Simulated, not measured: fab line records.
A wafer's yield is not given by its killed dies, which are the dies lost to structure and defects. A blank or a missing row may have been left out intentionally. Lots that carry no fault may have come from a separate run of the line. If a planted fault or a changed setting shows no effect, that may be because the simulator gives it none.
Comparing a struck lot with a sound one -- flow n5_finfet -- 36 out of 1938 route steps
Sound: these wafers, L681.1, L681.2, L681.6. Struck: wafer L669.1; the same lot's L669.2 was not struck, so it is left out; see the end for the cause.
Per side, at each step with rows, come the tool, then ch with its chambers, and then its first start. Under that, the readings that differ: sound wafers -- struck wafers -- difference of the means -- sigmas: that difference in standard deviations of wafers without a fault.
alike: same words and numbers on both sides, and readings whose means sit less than 2 such deviations apart. not compared: any withheld reading, any reading some wafer has no value for, any bound like >300 that may hide the same value, and any number with overlapping values for which the record gives no deviation.
Wherever a step has rows on one side only, a row that says differs or no value, or a row with sigmas, the two part there. When numbers do not overlap yet have no deviation, they are printed without sigmas and do not part them. A reading missing from all wafers of one side parts the sides only when that side holds two or more wafers.

first, 9 steps without rows for these wafers: N5_BEOL_M4_ANNEAL_95 (time 240 s); N5_BEOL_M4_SPUTTER_96 (material Cu, target thk 4.5 nm, time 8.29 s); N5_BEOL_M4_ECD_50 (material Cu, target thk 300 nm); N5_BEOL_M4_ANNEAL_51 (time 90 s); N5_BEOL_M4_CMP_52 (polishes, stops on SiOC, t overpolish 6.8 s, target thk 40 nm); N5_BEOL_M4_PRE_CLEAN_60 (time 15 s); N5_BEOL_M4_CO_CAP_55 (material Co, precursor CCTBA/H2, target thk 2 nm, time 102.1 s); N5_BEOL_M4_PRE_CLEAN_56 (time 15 s); N5_BEOL_M4_DEP_57 (deposits SiCN from 3MS/NH3, target thk 8 nm, time 14 s).
N5_BEOL_M4_RC_MEAS_101:
  sound on prober-01 ch 0, day 13 20:53; struck on prober-01 ch 0, day 10 12:37
  alike: DIBL_N, DIBL_P, IOFF_N, IOFF_P, ION_N, ION_P, SS_N, SS_P, VT_N, VT_P
then, 24 steps without rows for these wafers: N5_BEOL_M5_ILD_DEP_00 (deposits SiCOH lowk from DEMS/porogen, target thk 140.64 nm, time 25.9 s); N5_BEOL_M5_CURE_79 (cures SiCOH lowk, time 240 s); N5_BEOL_M5_PECVD_70 (deposits SiO2 from TEOS/O2, target thk 16 nm, time 18 s); N5_BEOL_M5_HM_DEP_02 (deposits TiN, target thk 20 nm); N5_BEOL_M5_COAT_59 (time 60 s, resist thk 60 nm); N5_BEOL_M5_COAT_60 (time 60 s, resist thk 12 nm); N5_BEOL_M5_COAT_71 (time 60 s, resist thk 5 nm); N5_BEOL_M5_COAT_05 (resist thk 30 nm); N5_BEOL_M5_EBR_07; N5_BEOL_M5_SOFTBAKE_06 (time 60 s); N5_BEOL_M5_EXPOSE_08 (exposes mask M5, target cd 28 nm); N5_BEOL_M5_PEB_09 (peb time 60 s); N5_BEOL_M5_DEVELOP_10 (develop time 30 s); N5_BEOL_M5_DESCUM_16 (chemistry O2, time 7 s); N5_BEOL_M5_ETCH_72 (etches underlayer in N2/H2, target depth 6.5 nm, time 5.2 s); N5_BEOL_M5_ETCH_61 (etches SiARC in CF4, target depth 15.6 nm, time 26 s); N5_BEOL_M5_ETCH_62 (etches SOC in N2/H2, target depth 75 nm, overetch 15 nm, time 112.5 s); N5_BEOL_M5_STRIP_63 (strips in N2/H2); N5_BEOL_M5_STRIP_73 (strips in N2/H2); N5_BEOL_M5_STRIP_64 (strips in CF4); N5_BEOL_M5_HM_OPEN_17 (chemistry Cl2/BCl3, target TiN, target depth 20 nm, overetch 6 nm); N5_BEOL_M5_STRIP_19 (strips in O2); N5_BEOL_M5_COAT_65 (time 60 s, resist thk 60 nm); N5_BEOL_M5_COAT_66 (time 60 s, resist thk 12 nm).
-- here the record skips 4 days between the struck wafers' starts before and after, leaving off in module BEOL_M5 and picking up in module MIM_TOP_ETCH (first step shown: number 1853 of the route) --
N5_MIM_TOP_ETCH_PECVD_03: deposits SiNx from SiH4/NH3/N2, target thk 20 nm, time 17.6 s.
  sound on pecvd-04 ch 1,2, day 17 14:27; struck on pecvd-04 ch 0, day 14 13:21
reading,sound,struck,difference,sigmas
showerhead_plenum_p_Torr (Torr),5.12 5.14 5.13,5.25,+0.12,+3
model.SiNx_of_MIM_TOP_ETCH_PECVD_03.thk_nm (nm),20 20 20.4,35.6,+15.5,
  alike: heater_power_outer_w, heater_power_w, rf_fwd_power_W, throttle_valve_pct
N5_PASSIVATION_PROBE_49:
  record: rows for the struck wafers here (prober-02, day 14 23:47), none for the sound ones

## WHERE THEY PART
Earliest at N5_MIM_TOP_ETCH_PECVD_03; latest, in this record, at N5_PASSIVATION_PROBE_49.

WHY: what the simulator had put in
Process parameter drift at N5_MIM_TOP_ETCH_PECVD_03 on pecvd-04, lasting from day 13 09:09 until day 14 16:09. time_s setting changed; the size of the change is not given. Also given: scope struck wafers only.
